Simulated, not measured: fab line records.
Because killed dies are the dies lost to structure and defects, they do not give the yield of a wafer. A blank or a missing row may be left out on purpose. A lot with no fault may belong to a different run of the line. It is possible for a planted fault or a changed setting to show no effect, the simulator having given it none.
Struck lot and sound lot, side by side | flow n5Finfet | 15 steps out of a route of 1938
Sound: these wafers, L901.1, L901.2, L901.6. Struck: wafers L906.1, L906.6. (L906.2 of the same lot was not struck and is left out.) The cause comes at the end.
Per side, at each step with rows, come the tool, then ch with its chambers, and then its first start. Under that, the readings that differ: sound wafers | struck wafers | difference of the means | sigmas: that difference in standard deviations of wafers without a fault.
alike: same words and numbers on both sides, and readings whose means sit less than 2 such deviations apart. not compared: any withheld reading, any reading some wafer has no value for, any bound like >300 that may hide the same value, and any number with overlapping values for which the record gives no deviation.
Wherever a step has rows on one side only, a row that says differs or no value, or a row with sigmas, the two part there. Numbers that have no deviation but don't overlap get no sigmas and don't part them. A reading missing from all wafers of one side parts the sides only when that side holds two or more wafers.

first, 5 steps without rows for these wafers: N5_MOL_CONTACT_COAG_EBR_36; N5_MOL_CONTACT_COAG_SOFTBAKE_35 (time 60 s); N5_MOL_CONTACT_COAG_EXPOSE_37 (exposes mask VD, defocus 0 nm); N5_MOL_CONTACT_COAG_PEB_38 (peb time 60 s); N5_MOL_CONTACT_COAG_DEVELOP_39 (develop time 30 s).
N5_MOL_CONTACT_COAG_CD_MEAS_40: target cd 25.1 nm.
  sound on cdSem-02 ch 0, day 6 17:36; struck on cdSem-01 ch 0, day 7 23:03
  alike: cdNm
N5_MOL_CONTACT_COAG_OVL_MEAS_41:
  sound on overlay-02 ch 0, day 6 17:38; struck on overlay-02 ch 0, day 7 23:05
  alike: VD_OVL
N5_MOL_CONTACT_COAG_INSPECT_42: inspects for defects (brightfield).
  struck on defectInspect-01, day 7 23:08; sound on defectInspect-02, day 6 17:41
reading        | sound       | struck  | difference | sigmas
rawDefectCount | 327 225 288 | 156 173 | -116       | -2
N5_MOL_CONTACT_COAG_DESCUM_45: chemistry O2, time 7 s.
  sound on rieDiel-05 ch 0,2,3, day 6 17:43; struck on rieDiel-06 ch 2,3, day 7 23:10
  alike: drypumpMotorCurrentA, oesProductAu, rfFwdPowerW, rfVppV, showerheadPlenumPTorr, throttleValvePct
  not compared: rfHoursCounterH
N5_MOL_CONTACT_COAG_ETCH_65: etches underlayer in N2/H2, target depth 13 nm, time 10.4 s.
  sound on rieDiel-05 ch 0,2,3, day 6 17:46; struck on rieDiel-06 ch 2,3, day 7 23:13
  alike: drypumpMotorCurrentA, etchRfOnTimeS, oesProductAu, rfFwdPowerW, rfVppV, showerheadPlenumPTorr, throttleValvePct
  not compared: rfHoursCounterH
N5_MOL_CONTACT_COAG_ETCH_66: etches SiARC in CF4, target depth 13 nm, time 21.7 s.
  sound on rieDiel-05 ch 0,2,3, day 6 17:47; struck on rieDiel-06 ch 2,3, day 7 23:14
  alike: drypumpMotorCurrentA, etchRfOnTimeS, oesProductAu, rfFwdPowerW, rfVppV, showerheadPlenumPTorr, throttleValvePct
  not compared: rfHoursCounterH
N5_MOL_CONTACT_COAG_ALD_133: deposits SiO2, target thk 5 nm, pulse time 1 s, co reactant pulse time 1 s.
  sound on aldSin-03 ch 0,3, day 6 17:52; struck on aldSin-04 ch 1,2, day 7 23:58
reading          | sound    | struck | difference | sigmas
heaterPowerW (W) | 72 81 72 | 80 98  | +14        | +2
  alike: precursorPulseHeightRel
N5_MOL_CONTACT_COAG_ETCHBACK_134: etches SiO2 in CHF3, target depth 10 nm, time 6.7 s.
  sound on rieDiel-04 ch 1,2,3, day 6 18:06; struck on rieDiel-04 ch 3, day 8 00:08
reading                                              | sound          | struck  | difference | sigmas
model.CAR-EUV_of_MOL_CONTACT_COAG_COAT_34.thkNm (nm) | 15.4 15.6 15.4 | 15 15.2 | +0         | 
  alike: drypumpMotorCurrentA, oes_f_703_au, oesProductAu, rfFwdPowerW, rfVppV, showerheadPlenumPTorr, throttleValvePct
  not compared: rfHoursCounterH
N5_MOL_CONTACT_COAG_ETCH_67: etches SOC in N2/H2, target depth 60 nm, overetch 21 nm, time 101.2 s.
  sound on rieDiel-04 ch 1,2,3, day 6 18:08; struck on rieDiel-04 ch 3, day 8 00:11
  alike: drypumpMotorCurrentA, oesProductAu, rfFwdPowerW, rfVppV, showerheadPlenumPTorr, throttleValvePct
  not compared: rfHoursCounterH
-- a jump in the record: the struck wafers' starts before and after are 3 days apart (it breaks off in module MOL_CONTACT_COAG and resumes in module BEOL_M4, where the first step shown is number 1111 of the route) --
N5_BEOL_M4_RC_MEAS_101:
  sound on prober-02 ch 0, day 9 17:44; struck on prober-01 ch 0, day 10 13:13
  alike: DIBL_N, DIBL_P, IOFF_N, IOFF_P, ION_N, ION_P, SS_N, SS_P, VT_N, VT_P

== WHERE THEY PART ==
Last at N5_MOL_CONTACT_COAG_ALD_133 as far as this record goes, first at N5_MOL_CONTACT_COAG_INSPECT_42. Later steps at which nothing parts them and some readings are alike: N5_MOL_CONTACT_COAG_ETCHBACK_134, N5_MOL_CONTACT_COAG_ETCH_67, N5_BEOL_M4_RC_MEAS_101.

WHY: the cause the simulator had injected
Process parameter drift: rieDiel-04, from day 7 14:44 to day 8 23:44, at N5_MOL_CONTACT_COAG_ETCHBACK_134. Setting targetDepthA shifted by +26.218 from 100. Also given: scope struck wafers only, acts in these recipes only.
